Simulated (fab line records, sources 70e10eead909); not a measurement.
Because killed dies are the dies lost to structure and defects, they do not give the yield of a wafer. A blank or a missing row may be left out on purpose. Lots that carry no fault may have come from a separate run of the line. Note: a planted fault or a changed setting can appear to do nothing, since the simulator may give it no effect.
Chamber matching || flow nand_harc || rie_diel-12 running NHARC_A_BONDPAD_DESCUM_11: 4 sister chambers
The step chemistry O2, time 3 s. 4 wafers are shown with their chamber, then 9 later ones without.

EACH WAFER AND ITS CHAMBER
{"wafer": "L795.6", "chamber": 2, "throttle_valve_pct (%)": 11.322}
{"wafer": "L796.6", "chamber": 1, "throttle_valve_pct (%)": 11.307}
{"wafer": "L797.4", "chamber": 3, "throttle_valve_pct (%)": 11.300}
{"wafer": "L797.6", "chamber": 0, "throttle_valve_pct (%)": 11.306}

WAFERS WITH NO CHAMBER GIVEN
{"wafer": "L798.2", "throttle_valve_pct (%)": 11.327}
{"wafer": "L798.3", "throttle_valve_pct (%)": 11.320}
{"wafer": "L798.6", "throttle_valve_pct (%)": 11.311}
{"wafer": "L802.1", "throttle_valve_pct (%)": 11.308}
{"wafer": "L802.4", "throttle_valve_pct (%)": 11.335}
{"wafer": "L802.6", "throttle_valve_pct (%)": 11.306}
{"wafer": "L801.1", "throttle_valve_pct (%)": 11.318}
{"wafer": "L801.2", "throttle_valve_pct (%)": 11.315}
{"wafer": "L801.4", "throttle_valve_pct (%)": 11.323}

CHAMBER TAKEN BY EACH
{"wafer": "L798.2", "from the rows above": 2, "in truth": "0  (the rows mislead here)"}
{"wafer": "L798.3", "from the rows above": "can't be placed: 2 or 1", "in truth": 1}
{"wafer": "L798.6", "from the rows above": "can't be placed: 1 or 0 or 2 or 3", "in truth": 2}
{"wafer": "L802.1", "from the rows above": "can't be placed: 1 or 0 or 3", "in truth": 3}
{"wafer": "L802.4", "from the rows above": 2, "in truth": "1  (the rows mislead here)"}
{"wafer": "L802.6", "from the rows above": "can't be placed: 0 or 1 or 3", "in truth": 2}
{"wafer": "L801.1", "from the rows above": "can't be placed: 2 or 1 or 0", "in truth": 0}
{"wafer": "L801.2", "from the rows above": "can't be placed: 2 or 1 or 0 or 3", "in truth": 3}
{"wafer": "L801.4", "from the rows above": 2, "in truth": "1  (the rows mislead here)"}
Correct placement for 0 of the 9. Cannot be placed on the basis of these rows: 6; the candidates contain the true chamber in 5. Number placed wrongly: 3.
How it was worked out, from the rows above alone: a wafer's distance from a chamber is the root of the sum, over the readings, of the square of ((its reading less the chamber's mean) divided by the reading's scatter). If the next closest chamber is less than 2 further off than the closest, the wafer can't be placed; otherwise it belongs to the closest. Each chamber's mean is taken over the wafers shown for it. The scatter (one wafer shown for each chamber): square how far every hidden wafer sits from the nearest shown wafer, average those squares and take the square root.
